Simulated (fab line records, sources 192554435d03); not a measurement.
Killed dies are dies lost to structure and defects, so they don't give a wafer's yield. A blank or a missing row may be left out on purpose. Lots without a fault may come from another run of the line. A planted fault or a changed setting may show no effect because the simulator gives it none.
fab line records | flow n5_finfet
record lots=24 wafers=72 last_day=17
route steps=1938 shown BEOL_M15@1824 MIM_TOP@1838 MIM_TOP_ETCH@1851 MIM_BOT_ETCH@1867 TV_OPEN@1888 PAD_METAL@1894
lots that met no fault: from a run of the same line without faults
start_h: hours from the record's first day to the start of the lot's first wafer shown | wait_h: hours since the lot's step before | " the same as in the row above | L1.1+2: a row that stands for several wafers | - no value, or no start given | * or withheld: withheld | < > ~ a bound
route shown NAME@n: a module of which the file shows steps, and the number in the route of the first | usual: mean/standard deviation of fault-free wafers | same: alike in all rows | chamber/n: place in a boat | sites: the reading at each site | _std_site: their standard deviation | _edge_site: outer sites' mean less inner sites' | radius_mm: how far each site lies from the wafer's centre | mask NAME#n: copy n | behind: the tool/chamber that last shaped the wafer | hold: why the lot was held/for how many hours/how that ended | device: the transistor (n, p or np) that didn't switch | end of line: the same wafers' tests at the end of the route | a step without rows: its recipe alone | killed: dies lost to structure and defects at the first sort, not the wafer's yield | map: a wafer's dies, x killed, . not, _ none there
set.NAME: the setting as run; set.NAME@STEP: as run at that earlier step | model.NAME: the simulator's own value behind a step, which no gauge read
steps of the route over a sample of lots; a table a step, a row a wafer
services: from which hour (start_h, from the record's first day; less than 0 if before it) a tool's chamber was out of use, for how many hours, and why
## steps
# step N5_BEOL_M15_CMP_49
# recipe stop_on=SiO2 t_overpolish_s=4.9 down_force_psi=2 platen_rpm=80 clearing_platen_down_force_psi=2 clearing_platen_rpm=80 post_cmp_clean=cu_alkaline target_thk_nm=850 clearing_platen_pad_velocity_m_s=1.5917 pad_velocity_m_s=1.5917
# usual barrier_field_endpoint_s=11.49/0.29 motor_current_A=8.2/0.83 overpolish_run_s=4.901/0.0083
# columns lot.wafer tool chamber start_h wait_h barrier_field_endpoint_s motor_current_A overpolish_run_s
L075.2 cmp-04 0 256.13 0.2 11.05 7.5 4.909
L075.3 " 1 " " 11.21 7.6 4.900
L075.5 " 0 " " 11.14 7.7 4.898
L076.2 cmp-04 1 257.72 0.3 11.18 7.8 4.897
L076.4 " 2 " " 11.07 7.3 4.906
L076.5 " 1 " " 11.15 8.0 4.893
L074.4 cmp-01 3 263.17 0.2 11.37 7.4 4.885
L074.5 " 0 " " 11.65 8.5 4.882
L074.6 " 1 " " 11.41 10.1 4.892
L077.1 cmp-01 3 268.43 0.3 11.68 7.4 4.890
L077.2 " 1 " " 11.39 9.8 4.900
L077.6 " 2 " " 11.38 7.3 4.906
L078.3 cmp-04 2 273.50 0.2 11.10 7.7 4.908
L078.1 " 0 " " 11.22 7.6 4.900
L078.6 " 2 " " 11.14 7.8 4.906
L079.2 cmp-01 0 278.30 0.2 11.75 8.4 4.904
L079.1 " 2 " " 11.62 7.6 4.895
L079.5 " 3 " " 11.75 7.6 4.907
L083.4 cmp-01 0 297.38 0.2 11.66 8.5 4.904
L083.3 " 1 " " 11.69 10.2 4.886
L083.5 " 2 " " 11.75 7.5 4.908
L081.3 cmp-04 2 299.72 0.2 11.55 7.8 4.904
L081.6 " 0 " " 11.63 7.2 4.894
L081.5 " 1 " " 11.07 7.7 4.907
L082.4 cmp-03 2 302.67 0.1 12.10 8.0 4.897
L082.1 " 3 " " 11.94 7.9 4.901
L082.5 " 2 " " 11.91 8.3 4.904
L080.1 cmp-04 3 311.25 0.4 11.14 8.5 4.905
L080.5 " 0 " " 11.49 7.8 4.905
L080.6 " 1 " " 11.27 7.7 4.912
L084.1 cmp-03 1 316.81 0.3 11.14 8.5 4.891
L084.2 " 2 " " 10.75 8.8 4.909
L084.6 " 0 " " 11.01 8.5 4.898
L085.3 cmp-01 2 319.15 0.2 11.73 7.9 4.893
L085.4 " 0 " " 11.88 8.7 4.897
L085.5 " 2 " " 11.78 7.2 4.910
L087.2 cmp-01 3 323.77 0.2 11.35 7.3 4.907
L087.1 " 1 " " 11.65 10.2 4.907
L087.3 " 2 " " 11.38 7.4 4.916
L086.1 cmp-03 1 324.13 0.3 10.97 8.7 4.904
L086.2 " 2 " " 11.21 8.7 4.895
L086.5 " 2 " " 11.29 7.7 4.902
L088.2 cmp-04 2 333.60 0.2 11.19 7.7 4.901
L088.1 " 1 " " 11.34 7.4 4.889
L088.6 " 3 " " 11.20 8.7 4.918
L091.2 cmp-04 2 349.48 0.2 11.47 7.7 4.902
L091.1 " 3 " " 11.63 8.6 4.902
L091.3 " 1 " " 11.34 7.6 4.883
L089.4 cmp-01 0 356.57 0.1 11.55 8.9 4.909
L089.2 " 1 " " 11.74 10.3 4.897
L089.1 " 3 " " 11.31 7.4 4.910
L090.3 cmp-04 0 356.97 0.2 11.53 7.5 4.915
L090.5 " 3 " " 11.84 8.6 4.892
L090.6 " 0 " " 11.68 7.7 4.904
L093.4 cmp-01 0 357.36 0.1 11.48 8.4 4.909
L093.3 " 1 " " 11.19 10.7 4.902
L093.2 " 2 " " 11.48 7.5 4.893
L092.2 cmp-04 3 363.71 0.2 12.08 8.3 4.906
L092.4 " 1 " " 11.68 7.7 4.893
L092.6 " 0 " " 11.41 7.6 4.912
L094.4 cmp-01 3 373.24 0.1 11.73 7.3 4.902
L094.6 " 3 " " 11.74 7.6 4.898
L094.5 " 0 " " 11.73 8.3 4.909
L095.1 cmp-01 2 380.27 0.3 11.30 7.5 4.891
L095.4 " 1 " " 11.44 10.4 4.903
L095.5 " 3 " " 11.36 7.9 4.899
L096.2 cmp-04 2 382.37 0.2 11.94 7.5 4.911
L096.1 " 0 " " 11.91 7.6 4.892
L096.5 " 3 " " 11.91 8.4 4.905
L097.3 cmp-04 3 385.69 0.2 11.93 9.0 4.891
L097.2 " 0 " " 12.00 7.8 4.899
L097.4 " 2 " " 11.91 7.7 4.900
# step N5_MIM_TOP_SPUTTER_03
# recipe material=TiN target_thk_a=350 temp_c=200 power_w=3000 chamber_pressure_pa=0.49996 gas=Ar reactive_partial_pa=0.37997 time_s=89.7
# usual throttle_valve_pct=30.2/0.93
# columns lot.wafer tool chamber start_h wait_h throttle_valve_pct
L075.2 pvd_sputter-01 - 260.95 0.0 30.7
L075.3 " - " " 30.7
L075.5 " - " " 30.5
L076.2 pvd_sputter-01 - 264.19 0.0 29.4
L076.4 " - " " 31.0
L076.5 " - " " 29.8
L074.4 pvd_sputter-01 - 266.59 0.0 30.5
L074.5 " - " " 30.6
L074.6 " - " " 29.5
L077.1 pvd_sputter-03 - 272.12 0.0 29.8
L077.2 " - " " 29.4
L077.6 " - " " 30.8
L078.1 pvd_sputter-01 - 280.65 0.0 29.3
L078.3 " - " " 30.4
L078.6 " - " " 30.3
L079.1 pvd_sputter-03 - 284.36 0.0 30.9
L079.2 " - " " 28.9
L079.5 " - " " 31.6
L083.3 pvd_sputter-02 - 301.34 0.0 31.6
L083.4 " - " " 30.6
L083.5 " - " " 30.1
L081.3 pvd_sputter-03 - 302.68 0.0 29.0
L081.5 " - " " 30.8
L081.6 " - " " 31.6
L082.1 pvd_sputter-03 - 308.82 0.0 29.6
L082.4 " - " " 31.8
L082.5 " - " " 30.6
L080.1 pvd_sputter-02 - 315.58 0.0 29.9
L080.5 " - " " 31.5
L080.6 " - " " 30.0
L084.1 pvd_sputter-01 - 320.62 0.0 30.9
L084.2 " - " " 28.7
L084.6 " - " " 30.5
L085.3 pvd_sputter-03 - 322.62 0.0 29.0
L085.4 " - " " 32.0
L085.5 " - " " 30.5
L087.1 pvd_sputter-01 - 326.53 0.0 30.5
L087.2 " - " " 29.8
L087.3 " - " " 30.5
L086.1 pvd_sputter-02 - 330.16 0.0 31.7
L086.2 " - " " 30.7
L086.5 " - " " 29.9
L088.1 pvd_sputter-03 - 337.85 0.0 30.9
L088.2 " - " " 31.7
L088.6 " - " " 28.9
L091.1 pvd_sputter-03 - 352.96 0.0 31.4
L091.2 " - " " 29.2
L091.3 " - " " 30.6
L089.1 pvd_sputter-03 - 361.22 0.0 31.8
L089.2 " - " " 29.0
L089.4 " - " " 29.4
L090.3 pvd_sputter-03 - 361.34 0.0 29.1
L090.5 " - " " 30.7
L090.6 " - " " 31.8
L093.2 pvd_sputter-03 - 361.92 0.0 29.4
L093.3 " - " " 31.6
L093.4 " - " " 28.9
L092.2 pvd_sputter-03 - 368.02 0.0 28.9
L092.4 " - " " 30.8
L092.6 " - " " 29.2
L094.4 pvd_sputter-01 - 377.38 0.0 30.7
L094.5 " - " " 29.7
L094.6 " - " " 30.6
L095.1 pvd_sputter-01 - 385.14 0.0 29.9
L095.4 " - " " 28.9
L095.5 " - " " 30.8
L096.1 pvd_sputter-02 - 386.88 0.0 31.4
L096.2 " - " " 29.9
L096.5 " - " " 29.8
L097.2 pvd_sputter-03 - 389.60 0.0 31.7
L097.3 " - " " 29.1
L097.4 " - " " 30.5
# step N5_MIM_TOP_ETCH_ETCH_00
# recipe chemistry=Cl2/BCl3 target=TiN target_depth_a=385 ion_energy_ev=150 pressure_mtorr=10 icp_w=1000 bias_w=126 Cl2_flow_sccm=53.25 bcl3_flow_sccm=21.75 Ar_flow_sccm=25
# usual drypump_motor_current_A=5.4/0.62 oes_product_au=0.77/0.062 throttle_valve_pct=22.69/0.22
# columns lot.wafer tool chamber start_h wait_h drypump_motor_current_A oes_product_au rf_hours_counter_h throttle_valve_pct
L075.2 rie_metal-01 1 261.53 0.1 5.4 0.70 75 22.76
L075.3 " 1 " " 5.4 0.71 - 22.77
L075.5 " 0 " " 6.1 0.76 - 22.25
L076.2 rie_metal-01 1 264.83 0.1 5.4 0.70 75 22.78
L076.4 " 0 " " 6.1 0.76 - 22.25
L076.5 " 1 " " 5.4 0.71 - 22.78
L074.4 rie_metal-01 1 267.38 0.1 5.4 0.71 - 22.78
L074.5 " 0 " " 6.1 0.76 - 22.26
L074.6 " 1 " " 5.4 0.71 - 22.77
L077.1 rie_metal-01 1 272.76 0.1 5.4 0.70 78 22.76
L077.2 " 0 " " 6.1 0.76 49 22.26
L077.6 " 1 " " 5.4 0.70 - 22.77
L078.1 rie_metal-03 1 281.47 0.1 4.7 0.78 51 22.72
L078.3 " 1 " " 4.7 0.77 - 22.71
L078.6 " 1 " " 4.7 0.78 - 22.72
L079.1 rie_metal-03 1 285.03 0.1 4.7 0.77 51 22.72
L079.2 " 0 " " 4.8 0.75 50 22.95
L079.5 " 1 " " 4.7 0.77 - 22.70
L083.3 rie_metal-02 0 302.07 0.1 6.4 0.82 - 22.79
L083.4 " 1 " " 5.3 0.91 - 22.60
L083.5 " 0 " " 6.4 0.81 - 22.79
L081.3 rie_metal-01 1 303.41 0.1 5.4 0.69 - 22.79
L081.5 " 0 " " 6.1 0.74 - 22.26
L081.6 " 1 " " 5.4 0.69 - 22.78
L082.1 rie_metal-03 1 309.47 0.1 4.7 0.77 53 22.73
L082.4 " 0 " " 4.8 0.74 - 22.96
L082.5 " 1 " " 4.7 0.76 - 22.72
L080.1 rie_metal-03 1 316.45 0.1 4.7 0.76 54 22.72
L080.5 " 0 " " 4.8 0.74 - 22.97
L080.6 " 1 " " 4.7 0.76 - 22.71
L084.1 rie_metal-02 0 321.25 0.1 6.4 0.80 32 22.80
L084.2 " 1 " " 5.2 0.90 7 22.60
L084.6 " 1 " " 5.2 0.90 - 22.60
L085.3 rie_metal-02 1 323.36 0.1 5.2 0.91 - 22.61
L085.4 " 0 " " 6.4 0.81 - 22.81
L085.5 " 0 " " 6.4 0.82 - 22.80
L087.1 rie_metal-03 1 327.11 0.1 4.7 0.76 55 22.72
L087.2 " 0 " " 4.8 0.74 54 22.96
L087.3 " 0 " " 4.8 0.74 - 22.96
L086.1 rie_metal-02 1 330.73 0.1 5.2 0.89 8 22.62
L086.2 " 0 " " 6.4 0.80 33 22.79
L086.5 " 0 " " 6.4 0.81 - 22.79
L088.1 rie_metal-03 1 338.46 0.1 4.7 0.76 56 22.73
L088.2 " 0 " " 4.7 0.74 55 22.95
L088.6 " 1 " " 4.7 0.76 - 22.73
L091.1 rie_metal-03 1 353.66 0.1 4.7 0.75 58 22.72
L091.2 " 0 " " 4.8 0.74 57 22.98
L091.3 " 0 " " 4.8 0.72 - 22.98
L089.1 rie_metal-03 1 361.92 0.1 4.7 0.76 58 22.74
L089.2 " 0 " " 4.8 0.74 58 22.97
L089.4 " 0 " " 4.8 0.73 - 22.98
L090.3 rie_metal-02 0 362.12 0.1 6.4 0.80 - 22.82
L090.5 " 1 " " 5.3 0.88 - 22.62
L090.6 " 0 " " 6.4 0.80 - 22.81
L093.2 rie_metal-01 0 362.48 0.1 6.1 0.74 58 22.28
L093.3 " 0 " " 6.1 0.74 - 22.27
L093.4 " 1 " " 5.3 0.69 - 22.80
L092.2 rie_metal-02 1 368.87 0.1 5.3 0.88 11 22.62
L092.4 " 0 " " 6.4 0.79 - 22.81
L092.6 " 1 " " 5.3 0.88 - 22.62
L094.4 rie_metal-02 1 378.27 0.1 5.3 0.87 - 22.61
L094.5 " 0 " " 6.4 0.79 - 22.79
L094.6 " 1 " " 5.3 0.87 - 22.63
L095.1 rie_metal-01 1 385.72 0.1 5.4 0.68 88 22.80
L095.4 " 1 " " 5.4 0.68 - 22.80
L095.5 " 1 " " 5.4 0.68 - 22.80
L096.1 rie_metal-01 1 387.58 0.1 5.4 0.68 88 22.79
L096.2 " 0 " " 6.1 0.73 60 22.29
L096.5 " 1 " " 5.4 0.68 - 22.80
L097.2 rie_metal-02 0 390.17 0.1 6.4 0.79 39 22.81
L097.3 " 0 " " 6.4 0.78 - 22.82
L097.4 " 1 " " 5.2 0.87 - 22.63
# step N5_MIM_BOT_ETCH_ETCH_03
# recipe chemistry=Cl2/BCl3 target_depth_a=120 pressure_mtorr=8 icp_w=800 bias_w=100 Cl2_flow_sccm=20 bcl3_flow_sccm=80
# usual drypump_motor_current_A=5.3/0.61 oes_product_au=0.76/0.053 throttle_valve_pct=27.56/0.24
# columns lot.wafer tool chamber start_h wait_h drypump_motor_current_A oes_product_au rf_hours_counter_h throttle_valve_pct
L075.2 rie_metal-01 1 262.46 0.1 5.4 0.70 75 27.63
L075.3 " 0 " " 6.1 0.76 - 27.08
L075.5 " 1 " " 5.4 0.70 - 27.62
L076.2 rie_metal-01 0 265.84 0.1 6.1 0.77 47 27.08
L076.4 " 1 " " 5.4 0.70 - 27.61
L076.5 " 0 " " 6.1 0.75 - 27.09
L074.4 rie_metal-01 0 268.36 0.1 6.1 0.76 - 27.07
L074.5 " 0 " " 6.1 0.76 - 27.09
L074.6 " 1 " " 5.4 0.70 - 27.62
L077.1 rie_metal-03 1 273.71 0.1 4.7 0.79 50 27.58
L077.2 " 1 " " 4.7 0.78 - 27.56
L077.6 " 1 " " 4.7 0.79 - 27.58
L078.1 rie_metal-01 1 282.44 0.1 5.4 0.70 79 27.63
L078.3 " 1 " " 5.4 0.70 - 27.64
L078.6 " 1 " " 5.4 0.70 - 27.63
L079.1 rie_metal-01 0 286.04 0.1 6.1 0.75 51 27.09
L079.2 " 1 " " 5.4 0.70 80 27.63
L079.5 " 1 " " 5.4 0.70 - 27.63
L083.3 rie_metal-02 0 303.00 0.1 6.4 0.81 - 27.57
L083.4 " 1 " " 5.3 0.91 - 27.47
L083.5 " 1 " " 5.3 0.91 - 27.46
L081.3 rie_metal-02 0 304.20 0.1 6.4 0.81 - 27.58
L081.5 " 0 " " 6.4 0.80 - 27.60
L081.6 " 1 " " 5.3 0.91 - 27.45
L082.1 rie_metal-03 0 310.55 0.1 4.8 0.75 53 27.85
L082.4 " 0 " " 4.8 0.75 - 27.86
L082.5 " 1 " " 4.7 0.76 - 27.61
L080.1 rie_metal-03 0 317.27 0.1 4.8 0.75 53 27.84
L080.5 " 1 " " 4.7 0.76 - 27.58
L080.6 " 0 " " 4.8 0.75 - 27.86
L084.1 rie_metal-03 0 322.05 0.1 4.7 0.75 54 27.86
L084.2 " 1 " " 4.7 0.76 54 27.58
L084.6 " 1 " " 4.7 0.76 - 27.59
L085.3 rie_metal-03 1 324.42 0.1 4.7 0.76 - 27.59
L085.4 " 0 " " 4.8 0.74 - 27.85
L085.5 " 0 " " 4.8 0.74 - 27.84
L087.1 rie_metal-03 1 328.04 0.1 4.7 0.75 55 27.59
L087.2 " 0 " " 4.8 0.74 54 27.85
L087.3 " 0 " " 4.7 0.74 - 27.85
L086.1 rie_metal-01 1 331.56 0.1 5.4 0.68 85 27.64
L086.2 " 0 " " 6.1 0.74 56 27.10
L086.5 " 0 " " 6.1 0.74 - 27.11
L088.1 rie_metal-03 0 339.27 0.1 4.8 0.74 56 27.85
L088.2 " 1 " " 4.7 0.76 56 27.59
L088.6 " 0 " " 4.8 0.73 - 27.85
L091.1 rie_metal-03 0 354.62 0.1 4.8 0.74 57 27.86
L091.2 " 1 " " 4.7 0.76 58 27.59
L091.3 " 0 " " 4.8 0.74 - 27.86
L089.1 rie_metal-03 0 363.04 0.1 4.7 0.73 58 27.87
L089.2 " 1 " " 4.7 0.75 58 27.60
L089.4 " 0 " " 4.8 0.73 - 27.87
L090.3 rie_metal-01 1 363.09 0.1 5.4 0.69 - 27.64
L090.5 " 0 " " 6.1 0.72 - 27.10
L090.6 " 1 " " 5.4 0.68 - 27.63
L093.2 rie_metal-02 1 363.31 0.1 5.3 0.88 11 27.47
L093.3 " 0 " " 6.4 0.79 - 27.59
L093.4 " 1 " " 5.3 0.87 - 27.47
L092.2 rie_metal-02 1 369.81 0.1 5.3 0.88 11 27.49
L092.4 " 0 " " 6.4 0.80 - 27.59
L092.6 " 0 " " 6.4 0.79 - 27.57
L094.4 rie_metal-02 1 379.12 0.1 5.3 0.88 - 27.48
L094.5 " 0 " " 6.4 0.79 - 27.59
L094.6 " 1 " " 5.3 0.87 - 27.48
L095.1 rie_metal-01 0 386.71 0.1 6.0 0.74 60 27.11
L095.4 " 0 " " 6.1 0.73 - 27.09
L095.5 " 0 " " 6.1 0.73 - 27.14
L096.1 rie_metal-03 0 388.42 0.1 4.8 0.72 60 27.86
L096.2 " 1 " " 4.7 0.74 61 27.60
L096.5 " 1 " " 4.7 0.74 - 27.59
L097.2 rie_metal-03 1 391.09 0.1 4.7 0.75 61 27.59
L097.3 " 0 " " 4.8 0.73 - 27.86
L097.4 " 1 " " 4.7 0.75 - 27.60
# step N5_PASSIVATION_VIA_ETCH_13
# recipe chemistry=CHF3/O2 target=SiO2 target_depth_a=6600 CHF3_flow_sccm=50 O2_flow_sccm=5 Ar_flow_sccm=200 time_s=330 mask_material=PR pressure_mtorr=30 source_w=650 bias_w=170 ion_energy_ev=200 ends=cleared
# usual drypump_motor_current_A=5.9/0.32 etch_rf_on_time_s=236/3.5 oes_product_au=0.72/0.068 rf_vpp_V=524/6.4 showerhead_plenum_p_Torr=2.40/0.088 throttle_valve_pct=18.89/0.19
# columns lot.wafer tool chamber start_h wait_h drypump_motor_current_A etch_rf_on_time_s oes_product_au rf_hours_counter_h rf_vpp_V showerhead_plenum_p_Torr throttle_valve_pct
L075.2 rie_diel-01 1 264.01 0.0 5.5 237 0.63 246 518 2.46 19.06
L075.3 " 3 " " 5.4 235 0.64 231 522 2.29 19.01
L075.5 " 2 " " 6.1 237 0.69 - 529 2.42 19.26
L076.2 rie_diel-01 1 267.21 0.0 5.5 235 0.63 248 520 2.46 19.06
L076.4 " 2 " " 6.1 236 0.69 158 528 2.42 19.24
L076.5 " 0 " " 5.3 237 0.68 - 525 2.41 18.87
L074.4 rie_diel-06 0 269.81 0.1 5.8 232 0.70 - 514 2.31 18.59
L074.5 " 1 " " 6.4 235 0.78 - 518 2.55 18.77
L074.6 " 3 " " 6.0 233 0.80 - 531 2.36 18.80
L077.1 rie_diel-05 3 276.18 0.0 5.2 242 0.62 226 517 2.29 19.18
L077.2 " 2 " " 6.3 235 0.83 7 522 2.56 18.94
L077.6 " 0 " " 5.9 239 0.73 - 534 2.34 18.69
L078.1 rie_diel-01 3 284.12 0.0 5.5 232 0.63 237 521 2.29 19.00
L078.3 " 0 " " 5.2 240 0.67 159 526 2.41 18.87
L078.6 " 3 " " 5.4 239 0.63 - 522 2.29 19.02
L079.1 rie_diel-06 3 290.00 0.0 6.0 233 0.78 47 528 2.36 18.81
L079.2 " 0 " " 5.8 236 0.69 155 515 2.31 18.61
L079.5 " 2 " " 5.9 232 0.88 - 531 2.37 18.85
L083.3 rie_diel-06 1 307.60 0.0 6.3 238 0.76 67 519 2.54 18.78
L083.4 " 0 " " 5.8 243 0.67 161 515 2.30 18.60
L083.5 " 3 " " 6.0 238 0.78 - 530 2.36 18.83
L081.3 rie_diel-06 3 308.08 0.0 6.0 231 0.78 53 529 2.36 18.82
L081.5 " 1 " " 6.4 238 0.76 - 517 2.54 18.81
L081.6 " 0 " " 5.8 238 0.68 - 514 2.30 18.63
L082.1 rie_diel-06 1 313.74 0.0 6.4 230 0.77 69 518 2.54 18.81
L082.4 " 2 " " 5.9 233 0.85 12 530 2.37 18.85
L082.5 " 3 " " 6.0 236 0.77 - 529 2.36 18.81
L080.1 rie_diel-05 1 321.04 0.0 6.1 236 0.63 216 524 2.49 19.19
L080.5 " 1 " " 6.1 241 0.63 - 524 2.49 19.21
L080.6 " 0 " " 5.9 242 0.71 - 535 2.34 18.72
L084.1 rie_diel-05 1 323.73 0.0 6.1 234 0.63 217 525 2.48 19.21
L084.2 " 0 " " 5.9 232 0.72 99 533 2.34 18.71
L084.6 " 1 " " 6.1 236 0.64 - 523 2.49 19.19
L085.3 rie_diel-01 2 329.36 0.0 6.1 243 0.68 177 527 2.41 19.29
L085.4 " 1 " " 5.6 238 0.86 - 520 2.45 18.65
L085.5 " 2 " " 6.1 245 0.67 - 528 2.41 19.27
L087.1 rie_diel-05 1 329.66 0.0 6.1 233 0.63 219 524 2.48 19.19
L087.2 " 0 " " 5.9 235 0.73 101 533 2.34 18.72
L087.3 " 2 " " 6.3 232 0.80 23 525 2.55 18.97
L086.1 rie_diel-01 2 334.74 0.0 6.1 240 0.67 179 528 2.41 19.28
L086.2 " 1 " " 5.5 237 0.85 15 518 2.45 18.64
L086.5 " 1 " " 5.6 236 0.85 - 521 2.45 18.67
L088.1 rie_diel-05 3 340.88 0.0 5.2 241 0.62 243 518 2.29 19.21
L088.2 " 2 " " 6.3 238 0.79 27 524 2.55 18.95
L088.6 " 0 " " 5.9 240 0.72 - 534 2.34 18.74
L091.1 rie_diel-06 1 358.23 0.0 6.4 234 0.75 85 518 2.53 18.83
L091.2 " 0 " " 5.8 239 0.67 178 512 2.30 18.62
L091.3 " 3 " " 6.0 236 0.75 70 529 2.35 18.85
L089.1 rie_diel-06 0 365.22 0.0 5.8 237 0.66 180 514 2.30 18.63
L089.2 " 2 " " 5.9 228 0.81 28 532 2.36 18.87
L089.4 " 3 " " 6.0 237 0.75 71 529 2.35 18.85
L090.3 rie_diel-05 0 365.28 0.0 5.9 235 0.71 111 535 2.33 18.75
L090.5 " 2 " " 6.4 243 0.77 - 525 2.55 18.98
L090.6 " 0 " " 5.9 239 0.71 - 533 2.33 18.76
L093.2 rie_diel-05 1 367.20 0.0 6.1 231 0.63 232 523 2.48 19.22
L093.3 " 0 " " 5.9 237 0.71 112 534 2.33 18.75
L093.4 " 2 " " 6.3 236 0.79 - 523 2.55 19.00
L092.2 rie_diel-06 1 371.24 0.0 6.3 230 0.74 88 517 2.53 18.83
L092.4 " 0 " " 5.8 236 0.67 181 513 2.30 18.65
L092.6 " 0 " " 5.8 236 0.67 - 514 2.30 18.65
L094.4 rie_diel-06 1 380.59 0.0 6.4 237 0.74 90 518 2.53 18.83
L094.5 " 0 " " 5.7 236 0.66 - 513 2.29 18.65
L094.6 " 1 " " 6.3 236 0.74 - 519 2.53 18.84
L095.1 rie_diel-06 3 389.63 0.0 6.0 231 0.74 77 531 2.35 18.85
L095.4 " 0 " " 5.8 234 0.66 186 514 2.29 18.64
L095.5 " 2 " " 5.9 235 0.80 - 531 2.36 18.90
L096.1 rie_diel-06 0 390.22 0.0 5.8 236 0.66 186 513 2.29 18.66
L096.2 " 1 " " 6.4 233 0.74 94 518 2.53 18.85
L096.5 " 3 " " 6.0 234 0.74 - 529 2.35 18.85
L097.2 rie_diel-06 3 393.04 0.0 6.0 229 0.75 78 530 2.35 18.87
L097.3 " 0 " " 5.8 237 0.66 187 513 2.29 18.64
L097.4 " 2 " " 5.9 235 0.80 36 529 2.36 18.89
# step N5_PASSIVATION_PRE_CLEAN_19
# recipe gas=H2/He time_s=* temp_c=*
# usual heater_power_w=460/30
# columns lot.wafer tool chamber start_h wait_h heater_power_w
L075.2 pvd_sputter-01 - 264.49 0.0 485
L075.3 " - " " 511
L075.5 " - " " 472
L076.2 pvd_sputter-01 - 267.67 0.0 466
L076.4 " - " " 510
L076.5 " - " " 495
L074.4 pvd_sputter-01 - 270.17 0.0 472
L074.5 " - " " 502
L074.6 " - " " 478
L077.1 pvd_sputter-03 - 277.05 0.0 436
L077.2 " - " " 434
L077.6 " - " " 425
L078.1 pvd_sputter-01 - 284.79 0.0 463
L078.3 " - " " 478
L078.6 " - " " 467
L079.1 pvd_sputter-02 - 291.21 0.0 471
L079.2 " - " " 387
L079.5 " - " " 375
L083.3 pvd_sputter-03 - 308.44 0.0 466
L083.4 " - " " 433
L083.5 " - " " 442
L081.3 pvd_sputter-02 - 309.25 0.0 378
L081.5 " - " " 472
L081.6 " - " " 476
L082.1 pvd_sputter-03 - 314.76 0.0 423
L082.4 " - " " 442
L082.5 " - " " 433
L080.1 pvd_sputter-02 - 321.93 0.0 384
L080.5 " - " " 470
L080.6 " - " " 480
L084.1 pvd_sputter-01 - 324.23 0.0 463
L084.2 " - " " 469
L084.6 " - " " 471
L085.3 pvd_sputter-02 - 329.82 0.0 394
L085.4 " - " " 482
L085.5 " - " " 482
L087.1 pvd_sputter-03 - 330.19 0.0 448
L087.2 " - " " 425
L087.3 " - " " 421
L086.1 pvd_sputter-02 - 335.90 0.0 469
L086.2 " - " " 391
L086.5 " - " " 474
L088.1 pvd_sputter-01 - 342.04 0.0 474
L088.2 " - " " 456
L088.6 " - " " 471
L091.1 pvd_sputter-02 - 359.13 0.0 483
L091.2 " - " " 379
L091.3 " - " " 484
L089.1 pvd_sputter-03 - 367.30 0.0 442
L089.2 " - " " 434
L089.4 " - " " 455
L090.3 pvd_sputter-03 - 367.68 0.0 435
L090.5 " - " " 413
L090.6 " - " " 423
L093.2 pvd_sputter-01 - 367.95 0.0 489
L093.3 " - " " 459
L093.4 " - " " 474
L092.2 pvd_sputter-01 - 372.02 0.0 481
L092.4 " - " " 480
L092.6 " - " " 514
L094.4 pvd_sputter-01 - 382.78 0.0 483
L094.5 " - " " 473
L094.6 " - " " 467
L095.1 pvd_sputter-01 - 390.42 0.0 470
L095.4 " - " " 482
L095.5 " - " " 460
L096.1 pvd_sputter-03 - 390.94 0.0 467
L096.2 " - " " 417
L096.5 " - " " 424
L097.2 pvd_sputter-03 - 393.90 0.0 427
L097.3 " - " " 432
L097.4 " - " " 443
## services
# columns tool chamber start_h hours kind
cmp-04 - 233.26 0.4 repair
rie_diel-05 2 235.25 4.6 repair
rie_diel-06 2 246.36 - clean
rie_diel-06 2 246.36 - consumable_replace:focus_ring
rie_metal-02 0 246.38 7.4 repair
rie_metal-02 - 261.59 17.4 repair
rie_metal-03 0 263.45 13.8 repair
cmp-04 - 269.15 1.0 repair
rie_metal-03 - 269.27 1.2 repair
cmp-01 - 271.91 4.0 pm
cmp-03 - 281.92 1.9 repair
cmp-01 - 282.21 2.8 repair
rie_diel-01 3 321.09 3.5 repair
cmp-01 - 328.75 2.5 repair
cmp-03 - 329.95 4.0 pm
cmp-01 - 335.67 1.4 repair
cmp-04 - 338.27 4.0 pm
cmp-04 - 342.27 - consumable_replace:conditioner
cmp-04 - 342.27 4.5 pm
rie_diel-05 0 345.96 4.0 repair
cmp-03 - 350.88 4.0 pm
rie_diel-01 - 379.94 0.9 repair
cmp-01 - 385.10 1.1 repair
cmp-04 - 386.70 6.9 pm
## key
fault none
